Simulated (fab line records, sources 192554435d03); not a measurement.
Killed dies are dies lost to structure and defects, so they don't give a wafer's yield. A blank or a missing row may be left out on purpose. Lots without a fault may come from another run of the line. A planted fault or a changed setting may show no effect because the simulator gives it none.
fab line records | flow n5_finfet
record lots=5 wafers=15 last_day=15
route steps=1938 shown BEOL_M4@1099 BEOL_M5@1112 TV_OPEN@1889 PASSIVATION@1936
lots that met no fault: from a run of the same line without faults
start_h: hours from the record's first day to the start of the lot's first wafer shown | wait_h: hours since the lot's step before | " the same as in the row above | L1.1+2: a row that stands for several wafers | - no value, or no start given | * or withheld: withheld | < > ~ a bound
route shown NAME@n: a module of which the file shows steps, and the number in the route of the first | usual: mean/standard deviation of fault-free wafers | same: alike in all rows | chamber/n: place in a boat | sites: the reading at each site | _std_site: their standard deviation | _edge_site: outer sites' mean less inner sites' | radius_mm: how far each site lies from the wafer's centre | mask NAME#n: copy n | behind: the tool/chamber that last shaped the wafer | hold: why the lot was held/for how many hours/how that ended | device: the transistor (n, p or np) that didn't switch | end of line: the same wafers' tests at the end of the route | a step without rows: its recipe alone | killed: dies lost to structure and defects at the first sort, not the wafer's yield | map: a wafer's dies, x killed, . not, _ none there
set.NAME: the setting as run; set.NAME@STEP: as run at that earlier step | model.NAME: the simulator's own value behind a step, which no gauge read
lots at some steps of the route; a table a step, a row a wafer
services: from which hour (start_h, from the record's first day; less than 0 if before it) a tool's chamber was out of use, for how many hours, and why
## steps
# step N5_BEOL_M4_ANNEAL_95
# recipe temp_c=400 time_s=240 ambient=vacuum
# step N5_BEOL_M4_SPUTTER_96
# recipe material=Cu target_thk_a=45 temp_c=-20 chamber_pressure_pa=0.07 power_w=withheld time_s=8.29
# step N5_BEOL_M4_ECD_50
# recipe material=Cu target_thk_a=3000
# step N5_BEOL_M4_ANNEAL_51
# recipe temp_c=225 time_s=90 ambient=N2
# step N5_BEOL_M4_CMP_52
# recipe stop_on=SiOC t_overpolish_s=6.8 down_force_psi=1 platen_rpm=50 clearing_platen_down_force_psi=1.5 clearing_platen_rpm=50 post_cmp_clean=cu_alkaline target_thk_nm=40 clearing_platen_pad_velocity_m_s=0.99484 pad_velocity_m_s=0.99484
# step N5_BEOL_M4_PRE_CLEAN_60
# recipe gas=NH3/H2 time_s=15 temp_c=* rf_power_w=300
# step N5_BEOL_M4_CO_CAP_55
# recipe material=Co target_thk_a=20 temp_c=200 precursor=CCTBA/H2 pressure_torr=30 time_s=102.1
# step N5_BEOL_M4_PRE_CLEAN_56
# recipe gas=NH3 time_s=15 temp_c=withheld rf_power_w=300
# step N5_BEOL_M4_DEP_57
# recipe material=SiCN target_thk_a=80 temp_c=withheld precursor=3MS/NH3 pressure_torr=3 rf_w=202 time_s=14
# step N5_BEOL_M4_RC_MEAS_101
# usual DIBL_N=36.4/1.3 DIBL_P=36.5/1.7 IOFF_N=0.154/0.022 IOFF_P=0.202/0.025 ION_N=671/9.8 ION_P=460/6.8 SS_N=71.6/0.54 SS_P=73.4/0.58 VT_N=250.9/2.8 VT_P=-251.4/2.7
# columns lot.wafer tool chamber start_h wait_h DIBL_N[mV/V] DIBL_P[mV/V] IOFF_N[nA/um] IOFF_P[nA/um] ION_N[uA/um] ION_P[uA/um] SS_N[mV/dec] SS_P[mV/dec] VT_N[mV] VT_P[mV]
L249.3 prober-01 0 168.19 0.3 39.2 37.6 0.178 0.219 674 463 72.4 74.0 250.6 -252.2
L249.4 " 0 " " 39.8 39.4 0.197 0.238 675 463 72.7 74.7 245.5 -250.4
L249.5 " 0 " " 37.8 36.3 0.156 0.205 671 460 71.9 73.5 251.4 -251.0
L251.3 prober-02 0 175.91 0.3 38.6 38.6 0.195 0.227 683 461 72.3 74.1 248.4 -252.8
L251.5 " 0 " " 36.7 36.6 0.159 0.193 674 454 71.5 73.1 252.6 -253.6
L251.6 " 0 " " 35.7 35.6 0.140 0.183 666 453 71.4 73.6 252.6 -255.7
L253.1 prober-02 0 177.79 0.0 37.4 36.4 0.146 0.175 659 448 71.6 73.0 250.6 -255.2
L253.2 " 0 " " 38.3 38.3 0.163 0.193 662 447 71.6 73.2 253.5 -253.6
L253.4 " 0 " " 37.6 37.2 0.156 0.190 678 459 70.8 73.3 251.2 -256.1
L252.1 prober-02 0 182.05 0.0 35.6 34.8 0.114 0.141 656 448 71.0 72.6 256.6 -257.9
L252.3 " 0 " " 36.8 36.3 0.133 0.159 660 445 71.6 73.6 257.2 -259.5
L252.4 " 0 " " 35.9 34.8 0.112 0.137 650 440 72.0 73.6 257.9 -257.8
L265.1 prober-01 0 265.32 0.0 34.6 35.4 0.134 0.196 679 465 70.9 73.0 254.6 -249.5
L265.2 " 0 " " 35.8 36.9 0.158 0.220 670 462 71.7 73.2 252.0 -248.9
L265.4 " 0 " " 33.5 34.3 0.123 0.190 656 456 71.3 72.8 255.7 -250.8
# step N5_BEOL_M5_ILD_DEP_00
# recipe material=SiCOH_lowk target_thk_a=1406.4 temp_c=300 precursor=DEMS/porogen pressure_torr=5 rf_w=500 time_s=25.9
# step N5_BEOL_M5_CURE_79
# recipe temp_c=385 time_s=240 ambient=He/Ar material=SiCOH_lowk
# step N5_BEOL_M5_PECVD_70
# recipe material=SiO2 target_thk_a=160 temp_c=400 precursor=TEOS/O2 pressure_torr=5.5 rf_w=450 teos_flow_sccm=53.8 gas=O2 flow_sccm=3000 time_s=18
# step N5_BEOL_M5_HM_DEP_02
# recipe material=TiN target_thk_a=200 temp_c=25 chamber_pressure_pa=0.49996
# step N5_BEOL_M5_COAT_59
# recipe resist=SOC temp_c=250 time_s=60 spin_rpm=1500 resist_thk_nm=60
# step N5_BEOL_M5_COAT_60
# recipe resist=SiARC temp_c=220 time_s=60 spin_rpm=1500 resist_thk_nm=12
# step N5_BEOL_M5_COAT_71
# recipe resist=underlayer temp_c=205 time_s=60 spin_rpm=1500 resist_thk_nm=5
# step N5_BEOL_M5_COAT_05
# recipe resist=CAR-EUV spin_rpm=1500 resist_thk_nm=30
# step N5_BEOL_M5_EBR_07
# recipe solvent=PGMEA ebr_width_mm=1.5
# step N5_BEOL_M5_SOFTBAKE_06
# recipe temp_c=110 time_s=60 resist=CAR-EUV
# step N5_BEOL_M5_EXPOSE_08
# recipe mask_id=M5 na=0.33 source_shape=annular sigma_inner=0.4 sigma_outer=0.8 polarization=unpolarized target_cd_nm=28 dose_mj=35.75
# step N5_BEOL_M5_PEB_09
# recipe peb_temp_c=100 peb_time_s=60 resist=CAR-EUV
# step N5_BEOL_M5_DEVELOP_10
# recipe develop_time_s=30 developer=TMAH resist=CAR-EUV rinse_liquid=surfactant_rinse dry=air_spin dev_temp_c=23
# step N5_BEOL_M5_DESCUM_16
# recipe chemistry=O2 time_s=7 source_power_w=50 bias_power_w=20 pressure_mtorr=20 rf_frequency_hz=2.712e+07 temp_c=40 resist=CAR-EUV o2_flow_sccm=225
# step N5_BEOL_M5_ETCH_72
# recipe chemistry=N2/H2 target=underlayer target_depth_a=65 mask_material=CAR-EUV time_s=5.2 ion_energy_ev=200 pressure_mtorr=30 source_w=840 bias_w=150 n2_flow_sccm=200 h2_flow_sccm=200 ends=cleared
# step N5_BEOL_M5_ETCH_61
# recipe chemistry=CF4 target=SiARC target_depth_a=156 mask_material=CAR-EUV time_s=26 ion_energy_ev=80 pressure_mtorr=40 source_w=545 bias_w=36 Ar_flow_sccm=100 cf4_flow_sccm=100 ends=cleared
# step N5_BEOL_M5_ETCH_62
# recipe chemistry=N2/H2 target=SOC target_depth_a=750 overetch_a=150 mask_material=SiARC temp_c=40 time_s=112.5 ion_energy_ev=200 pressure_mtorr=30 source_w=840 bias_w=150 n2_flow_sccm=200 h2_flow_sccm=200
# step N5_BEOL_M5_STRIP_63
# recipe chemistry=N2/H2 temp_c=40 n2_flow_sccm=200 h2_flow_sccm=200 rf_frequency_hz=6e+07
# step N5_BEOL_M5_STRIP_73
# recipe chemistry=N2/H2 temp_c=40 n2_flow_sccm=200 h2_flow_sccm=200 rf_frequency_hz=6e+07
# step N5_BEOL_M5_STRIP_64
# recipe chemistry=CF4 resist=SiARC power_w=300 bias_power_w=75 pressure_mtorr=50 cf4_flow_sccm=150 rf_frequency_hz=6e+07
# step N5_BEOL_M5_HM_OPEN_17
# recipe chemistry=Cl2/BCl3 target_depth_a=200 overetch_a=60 target=TiN mask_material=SOC ion_energy_ev=150 pressure_mtorr=10 icp_w=1000 bias_w=126 Cl2_flow_sccm=53.25 bcl3_flow_sccm=21.75 Ar_flow_sccm=25
# step N5_BEOL_M5_STRIP_19
# recipe chemistry=O2 power_w=400 temp_c=40 pressure_mtorr=30 rf_frequency_hz=6e+07 bias_power_w=0 overash_fraction=0.2 o2_flow_sccm=225
# step N5_BEOL_M5_COAT_65
# recipe resist=SOC temp_c=250 time_s=60 spin_rpm=1500 resist_thk_nm=60
# step N5_BEOL_M5_COAT_66
# recipe resist=SiARC temp_c=220 time_s=60 spin_rpm=1500 resist_thk_nm=12
# step N5_PASSIVATION_STRIP_14
# recipe chemistry=O2 power_w=600 temp_c=60 pressure_mtorr=30 rf_frequency_hz=6e+07 bias_power_w=0 overash_fraction=0.5 o2_flow_sccm=225
# usual bias_power_w=0/0 chamber_pressure_mTorr=30.00/0.048 drypump_motor_current_A=5.7/0.42 oes_product_au=0.83/0.067 rf_vpp_V=3.7/0.94 showerhead_plenum_p_Torr=2.12/0.08 throttle_valve_pct=16.58/0.18
# columns lot.wafer tool chamber start_h wait_h bias_power_w chamber_pressure_mTorr drypump_motor_current_A oes_product_au rf_hours_counter_h rf_vpp_V showerhead_plenum_p_Torr throttle_valve_pct model.coat_of_PASSIVATION_COAT_04.thk_nm
L249.3 rie_diel-04 1 261.24 0.1 0 30.02 5.7 0.80 94 4.3 2.04 16.41 *
L249.4 " 0 " " 0 30.01 5.7 0.98 - 1.9 2.14 16.40 *
L249.5 " 1 " " 0 29.96 5.7 0.82 - 2.8 2.03 16.41 *
L251.3 rie_diel-01 0 268.04 0.1 - - - - - - - - *
L251.5 " 1 " " - - - - - - - - *
L251.6 " 0 " " - - - - - - - - *
L253.1 rie_diel-01 1 272.36 0.1 - - - - - - - - *
L253.2 " 3 " " - - - - - - - - *
L253.4 " 0 " " - - - - - - - - *
L252.1 rie_diel-04 0 275.66 0.1 - - - - - - - - *
L252.3 " 1 " " - - - - - - - - *
L252.4 " 0 " " - - - - - - - - *
L265.1 rie_diel-03 2 357.19 0.1 0 30.00 5.4 0.77 136 4.3 2.20 17.01 *
L265.2 " 1 " " 0 30.03 5.9 0.80 97 4.4 2.12 16.64 *
L265.4 " 0 " " 0 30.02 5.2 0.87 34 3.0 2.23 16.60 *
# step N5_PASSIVATION_PROBE_49
# usual defect_limited_yield=91.1/1.3 killed_at_M0_to_M3=34/10 killed_at_M4_up=14/5.7 killed_at_contacts=12/5.9 killed_at_front_end=41/12 killed_at_other=4/3.1 killed_dies=105/15 killed_on_rim=14/4.2 killed_open=69/11 killed_short=35/7.8 sort_bin_5_function=5.3/0.81 sort_bin_6_memory=3.3/0.75 sort_n_pass=1075/15 sort_yield_pct=91.1/1.3
# same gross_dies=1180 killed_at_back_side=0 sort_bin_4_leakage[%]=0 sort_bin_8_speed[%]=0
# columns lot.wafer tool chamber start_h wait_h defect_limited_yield[%] killed_at_M0_to_M3 killed_at_M4_up killed_at_contacts killed_at_front_end killed_at_other killed_dies killed_on_rim killed_open killed_short sort_bin_5_function[%] sort_bin_6_memory[%] sort_n_pass sort_yield_pct[%]
L251.3 prober-02 - 275.56 0.1 0 14 15 8 38 1105 1180 152 59 17 96.9 3.0 0 0
L251.5 prober-02 - 275.66 0.2 0 25 18 15 34 1088 1180 152 66 29 97.2 2.5 0 0
L251.6 prober-02 - 275.71 0.3 0 40 11 7 43 1079 1180 152 65 33 96.9 2.7 0 0
L253.1 prober-01 - 279.32 0.0 0 25 13 16 51 1075 1180 152 69 36 95.8 3.9 0 0
L253.2 prober-01 - 279.37 0.1 0 17 14 20 36 1093 1180 152 65 20 97.3 2.6 0 0
L253.4 prober-01 - 279.47 0.2 0 23 18 14 34 1091 1180 152 57 32 96.7 2.8 0 0
L252.1 prober-02 - 282.08 0.0 0 33 22 10 32 1083 1180 152 62 39 96.4 3.4 0 0
L252.3 prober-02 - 282.18 0.1 0 43 7 25 35 1070 1180 152 69 45 95.8 3.6 0 0
L252.4 prober-02 - 282.23 0.2 0 21 14 21 45 1079 1180 152 70 33 97.2 2.6 0 0
# killed by level:class
L251.3 PAD_METAL:area_sputter=1103 STI_FIN_REVEAL:geometric_particle:open=10 BEOL_M4:geometric_particle:open=9 FIN_SAQP:geometric_particle:open=8 MOL_CONTACT_COAG:geometric_particle:open=8 FIN_SAQP:geometric_particle:short=7 BEOL_M2:geometric_particle:open=4 DUMMY_GATE:geometric_particle:open=3
L251.5 PAD_METAL:area_sputter=1085 MOL_CONTACT_COAG:geometric_particle:open=11 STI_FIN_REVEAL:geometric_particle:open=9 BEOL_M1:geometric_particle:open=9 BEOL_M4:geometric_particle:open=8 FIN_SAQP:geometric_particle:short=6 GATE_CUT:geometric_particle:open=5 BEOL_M0_SAQP:geometric_particle:short=5
L251.6 PAD_METAL:area_sputter=1079 STI_FIN_REVEAL:geometric_particle:open=16 BEOL_M0_SAQP:geometric_particle:short=9 BEOL_M3:geometric_particle:open=7 STI_FIN_REVEAL:geometric_particle:short=7 BEOL_M1:geometric_particle:open=7 BEOL_M2:geometric_particle:open=7 FIN_SAQP:geometric_particle:open=5
L253.1 PAD_METAL:area_sputter=1073 MOL_CONTACT_COAG:geometric_particle:open=13 GATE_CUT:geometric_particle:short=11 FIN_SAQP:geometric_particle:open=8 BEOL_M4:geometric_particle:open=8 STI_FIN_REVEAL:geometric_particle:open=7 BEOL_M1:geometric_particle:open=6 BEOL_M0_SAQP:geometric_particle:short=5
L253.2 PAD_METAL:area_sputter=1093 MOL_CONTACT_COAG:geometric_particle:open=17 STI_FIN_REVEAL:geometric_particle:open=7 BEOL_M4:geometric_particle:open=6 GATE_CUT:geometric_particle:open=5 BEOL_M0:geometric_particle:open=5 BEOL_M2:geometric_particle:open=5 FIN_SAQP:geometric_particle:open=4
L253.4 PAD_METAL:area_sputter=1091 MOL_CONTACT_COAG:geometric_particle:open=12 GATE_CUT:geometric_particle:open=6 BEOL_M4:geometric_particle:open=6 BEOL_M1:geometric_particle:open=5 STI_FIN_REVEAL:geometric_particle:short=4 STI_FIN_REVEAL:geometric_particle:open=4 STARTING-WAFER:geometric_particle:short=4
L252.1 PAD_METAL:area_sputter=1077 BEOL_M4:geometric_particle:open=14 BEOL_M2:geometric_particle:open=9 MOL_CONTACT_COAG:geometric_particle:open=7 BEOL_M0_SAQP:geometric_particle:short=7 FIN_SAQP:geometric_particle:short=6 FIN_SAQP:geometric_particle:open=6 GATE_CUT:geometric_particle:short=5
L252.3 PAD_METAL:area_sputter=1064 MOL_CONTACT_COAG:geometric_particle:open=18 BEOL_M2:geometric_particle:open=10 BEOL_M0_SAQP:geometric_particle:short=9 BEOL_M0_SAQP:geometric_particle:open=9 STI_FIN_REVEAL:geometric_particle:open=7 MOL_CONTACT_COAG:geometric_particle:short=7 BEOL_M2:geometric_particle:short=6
L252.4 PAD_METAL:area_sputter=1076 MOL_CONTACT_COAG:geometric_particle:open=19 FIN_SAQP:geometric_particle:open=12 BEOL_M4:geometric_particle:open=9 GATE_CUT:geometric_particle:short=8 STI_FIN_REVEAL:geometric_particle:open=6 FIN_SAQP:geometric_particle:short=5 BEOL_M2:geometric_particle:open=5
# map L251.3 (x killed, . not)
_________________xxxxxxxxxxxx________________
______________xxxxxxxxxxxxxxxxxx_____________
___________xxxxxxxxxxxxxxxxxxxxxxxx__________
__________xxxxxxxxxxxxxxxxxxxxxxxxxx_________
________xxxxxxxxxxxxxxxxxxxxxxxxxxxxxx_______
_______xxxxxxxxxxxxxxxxxxxxxxxxxxxxxxxx______
______xxxxxxxxxxxxxxxxxxxxxxxxxxxxxxxxxx_____
_____xxxxxxxxxxxxxxxxxxxxxxxxxxxxxxxxxxxx____
____xxxxxxxxxxxxxxxxxxxxxxxxxxxxxxxxxxxxxx___
___xxxxxxxxxxxxxxxxxxxxxxxxxxxxxxxxxxxxxxxx__
___xxxxxxxxxxxxxxxxxxxxxxxxxxxxxxxxxxxxxxxx__
__xxxxxxxxxxxxxxxxxxxxxxxxxxxxxxxxxxxxxxxxxx_
__xxxxxxxxxxxxxxxxxxxxxxxxxxxxxxxxxxxxxxxxxx_
_xxxxxxxxxxxxxxxxxxxxxxxxxxxxxxxxxxxxxxxxxxxx
_xxxxxxxxxxxxxxxxxxxxxxxxxxxxxxxxxxxxxxxxxxxx
_xxxxxxxxxxxxxxxxxxxxxxxxxxxxxxxxxxxxxxxxxxxx
_xxxxxxxxxxxxxxxxxxxxxxxxxxxxxxxxxxxxxxxxxxxx
_xxxxxxxxxxxxxxxxxxxxxxxxxxxxxxxxxxxxxxxxxxxx
_xxxxxxxxxxxxxxxxxxxxxxxxxxxxxxxxxxxxxxxxxxxx
_xxxxxxxxxxxxxxxxxxxxxxxxxxxxxxxxxxxxxxxxxxxx
_xxxxxxxxxxxxxxxxxxxxxxxxxxxxxxxxxxxxxxxxxxxx
__xxxxxxxxxxxxxxxxxxxxxxxxxxxxxxxxxxxxxxxxxx_
__xxxxxxxxxxxxxxxxxxxxxxxxxxxxxxxxxxxxxxxxxx_
___xxxxxxxxxxxxxxxxxxxxxxxxxxxxxxxxxxxxxxxx__
___xxxxxxxxxxxxxxxxxxxxxxxxxxxxxxxxxxxxxxxx__
____xxxxxxxxxxxxxxxxxxxxxxxxxxxxxxxxxxxxxx___
_____xxxxxxxxxxxxxxxxxxxxxxxxxxxxxxxxxxxx____
______xxxxxxxxxxxxxxxxxxxxxxxxxxxxxxxxxx_____
_______xxxxxxxxxxxxxxxxxxxxxxxxxxxxxxxx______
________xxxxxxxxxxxxxxxxxxxxxxxxxxxxxx_______
__________xxxxxxxxxxxxxxxxxxxxxxxxxx_________
___________xxxxxxxxxxxxxxxxxxxxxxxx__________
______________xxxxxxxxxxxxxxxxxx_____________
_________________xxxxxxxxxxxx________________
# map L252.1 (x killed, . not)
_________________xxxxxxxxxxxx________________
______________xxxxxxxxxxxxxxxxxx_____________
___________xxxxxxxxxxxxxxxxxxxxxxxx__________
__________xxxxxxxxxxxxxxxxxxxxxxxxxx_________
________xxxxxxxxxxxxxxxxxxxxxxxxxxxxxx_______
_______xxxxxxxxxxxxxxxxxxxxxxxxxxxxxxxx______
______xxxxxxxxxxxxxxxxxxxxxxxxxxxxxxxxxx_____
_____xxxxxxxxxxxxxxxxxxxxxxxxxxxxxxxxxxxx____
____xxxxxxxxxxxxxxxxxxxxxxxxxxxxxxxxxxxxxx___
___xxxxxxxxxxxxxxxxxxxxxxxxxxxxxxxxxxxxxxxx__
___xxxxxxxxxxxxxxxxxxxxxxxxxxxxxxxxxxxxxxxx__
__xxxxxxxxxxxxxxxxxxxxxxxxxxxxxxxxxxxxxxxxxx_
__xxxxxxxxxxxxxxxxxxxxxxxxxxxxxxxxxxxxxxxxxx_
_xxxxxxxxxxxxxxxxxxxxxxxxxxxxxxxxxxxxxxxxxxxx
_xxxxxxxxxxxxxxxxxxxxxxxxxxxxxxxxxxxxxxxxxxxx
_xxxxxxxxxxxxxxxxxxxxxxxxxxxxxxxxxxxxxxxxxxxx
_xxxxxxxxxxxxxxxxxxxxxxxxxxxxxxxxxxxxxxxxxxxx
_xxxxxxxxxxxxxxxxxxxxxxxxxxxxxxxxxxxxxxxxxxxx
_xxxxxxxxxxxxxxxxxxxxxxxxxxxxxxxxxxxxxxxxxxxx
_xxxxxxxxxxxxxxxxxxxxxxxxxxxxxxxxxxxxxxxxxxxx
_xxxxxxxxxxxxxxxxxxxxxxxxxxxxxxxxxxxxxxxxxxxx
__xxxxxxxxxxxxxxxxxxxxxxxxxxxxxxxxxxxxxxxxxx_
__xxxxxxxxxxxxxxxxxxxxxxxxxxxxxxxxxxxxxxxxxx_
___xxxxxxxxxxxxxxxxxxxxxxxxxxxxxxxxxxxxxxxx__
___xxxxxxxxxxxxxxxxxxxxxxxxxxxxxxxxxxxxxxxx__
____xxxxxxxxxxxxxxxxxxxxxxxxxxxxxxxxxxxxxx___
_____xxxxxxxxxxxxxxxxxxxxxxxxxxxxxxxxxxxx____
______xxxxxxxxxxxxxxxxxxxxxxxxxxxxxxxxxx_____
_______xxxxxxxxxxxxxxxxxxxxxxxxxxxxxxxx______
________xxxxxxxxxxxxxxxxxxxxxxxxxxxxxx_______
__________xxxxxxxxxxxxxxxxxxxxxxxxxx_________
___________xxxxxxxxxxxxxxxxxxxxxxxx__________
______________xxxxxxxxxxxxxxxxxx_____________
_________________xxxxxxxxxxxx________________
## services
# columns tool chamber start_h hours kind
rie_diel-04 0 242.16 - clean
rie_diel-04 0 242.16 - consumable_replace:focus_ring
rie_diel-04 0 242.16 16.1 scheduled_down
rie_diel-04 0 242.16 16.1 vent_cycle
rie_diel-04 1 246.44 6.6 repair
rie_diel-04 2 248.61 3.7 repair
rie_diel-04 2 258.24 - clean
rie_diel-04 2 258.24 - consumable_replace:focus_ring
rie_diel-04 2 258.24 21.9 scheduled_down
rie_diel-04 2 258.24 21.9 vent_cycle
rie_diel-01 0 269.66 2.1 repair
rie_diel-01 0 275.75 4.7 repair
rie_diel-03 3 282.13 10.9 repair
rie_diel-03 - 298.97 15.6 pm
rie_diel-01 2 321.53 13.2 repair
rie_diel-04 1 326.25 8.7 repair
rie_diel-04 3 329.91 4.1 repair
rie_diel-04 3 334.93 - clean
rie_diel-04 3 334.93 - consumable_replace:focus_ring
rie_diel-04 3 334.93 - consumable_replace:showerhead
rie_diel-04 3 334.93 16.1 scheduled_down
rie_diel-04 3 334.93 16.1 vent_cycle
rie_diel-04 2 347.19 1.6 repair
## key
first_sign step=N5_PASSIVATION_STRIP_14 reading=tool_record direction=missing
effect step=N5_PASSIVATION_PROBE_49 reading=killed_at_other direction=up sigmas=99+ usual=4 struck=1085
model_effect step=N5_PASSIVATION_STRIP_14 value=coat_of_PASSIVATION_COAT_04.thk_nm without=* struck=*
more_kills_born_at N5_PASSIVATION_SPUTTER_20@pvd_sputter-03=3267 N5_PASSIVATION_SPUTTER_20@pvd_sputter-01=3257 N5_PASSIVATION_SPUTTER_20@pvd_sputter-02=3217
met_at N5_PASSIVATION_STRIP_14
struck_wafers L251.3,L251.5,L251.6,L252.1,L252.3,L252.4,L253.1,L253.2,L253.4
later_rows_left_out L251.3,L251.5,L251.6,L252.1,L252.3,L252.4,L253.1,L253.2,L253.4
onset_between 261.24 268.04
fault kind=skipped_step_whole tool=rie_diel-01,rie_diel-04 chamber=- onset_h=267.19 steps=N5_PASSIVATION_STRIP_14 scope=struck_lots_only
# later_rows_left_out: the simulator's readings of these wafers behind a module that went badly wrong aren't trusted and aren't shown, but for the sort
